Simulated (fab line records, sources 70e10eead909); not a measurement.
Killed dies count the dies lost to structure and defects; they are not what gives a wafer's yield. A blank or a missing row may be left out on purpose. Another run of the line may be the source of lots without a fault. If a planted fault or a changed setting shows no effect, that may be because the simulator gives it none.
Chamber matching | flow nand-harc | NHARC_A_CHANNEL_FILL_D2_ETCHBACK_19 on rie-si-02: 4 sister chambers
The step etches the open film in HBr/Cl2, target depth 5 nm, time 1.7 s. 14 wafers are shown with their chamber, then 7 later ones without.

## WAFERS, EACH WITH ITS CHAMBER
wafer  | chamber | drypump-motor-current-A (A) | he-backside-leak-sccm (sccm) | oes-product-au (a.u.)
L825.1 | 1       | 6.3                         | 2.56                         | 0.999
L825.2 | 2       | 5.1                         | 2.70                         | 1.030
L825.6 | 3       | 5.1                         | 2.57                         | 0.985
L830.2 | 3       | 5.2                         | 2.50                         | 1.010
L830.3 | 0       | 6.2                         | 2.69                         | 1.018
L830.4 | 1       | 6.2                         | 2.54                         | 1.002
L832.1 | 2       | 5.1                         | 2.66                         | 1.016
L832.5 | 2       | 5.1                         | 2.45                         | 1.024
L832.6 | 1       | 6.2                         | 2.33                         | 1.012
L835.2 | 0       | 6.2                         | 2.75                         | 0.996
L835.5 | 3       | 5.1                         | 2.59                         | 1.003
L835.6 | 2       | 5.1                         | 2.59                         | 1.005
L837.2 | 0       | 6.2                         | 2.57                         | 0.989
L837.4 | 2       | 5.0                         | 2.65                         | 1.021

SIGNATURES (means of the wafers above)
reading                 | chamber 0 | chamber 1 | chamber 2 | chamber 3 | scatter within a chamber
drypump-motor-current-A | 6.200     | 6.233     | 5.080     | 5.133     | 0.0462
he-backside-leak-sccm   | 2.6700    | 2.4767    | 2.6100    | 2.5533    | 0.0959
oes-product-au          | 1.00100   | 1.00433   | 1.01920   | 0.99933   | 0.0111
Rule: distance of a wafer from a chamber = root of the sum over the readings of ((wafer's reading minus chamber's mean) / reading's scatter) squared. If the next closest chamber is less than 2 further off than the closest, the wafer can't be placed; otherwise it belongs to the closest. The scatter: take each reading less its chamber's mean, square it, sum over the shown wafers, divide by the number of wafers less the number of chambers, and take the root.

## WAFERS WITHOUT THEIR CHAMBER
wafer  | drypump-motor-current-A (A) | he-backside-leak-sccm (sccm) | oes-product-au (a.u.)
L837.5 | 6.2                         | 2.57                         | 0.997
L845.2 | 5.1                         | 2.53                         | 0.993
L845.3 | 5.0                         | 2.65                         | 1.027
L845.5 | 5.1                         | 2.67                         | 1.016
L847.1 | 5.1                         | 2.50                         | 1.005
L847.4 | 5.0                         | 2.56                         | 1.012
L847.6 | 5.1                         | 2.38                         | 1.000

## EACH ONE'S CHAMBER
wafer  | from the rows above     | in truth
L837.5 | can't be placed: 0 or 1 | 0
L845.2 | can't be placed: 3 or 2 | 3
L845.3 | 2                       | 2
L845.5 | can't be placed: 2 or 3 | 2
L847.1 | can't be placed: 3 or 2 | 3
L847.4 | can't be placed: 2 or 3 | 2
L847.6 | can't be placed: 3 or 2 | 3
Correct placement for 1 of the 7. Not placeable from these rows: 6 (in 6, the candidates include the true chamber). Number placed wrongly: 0.
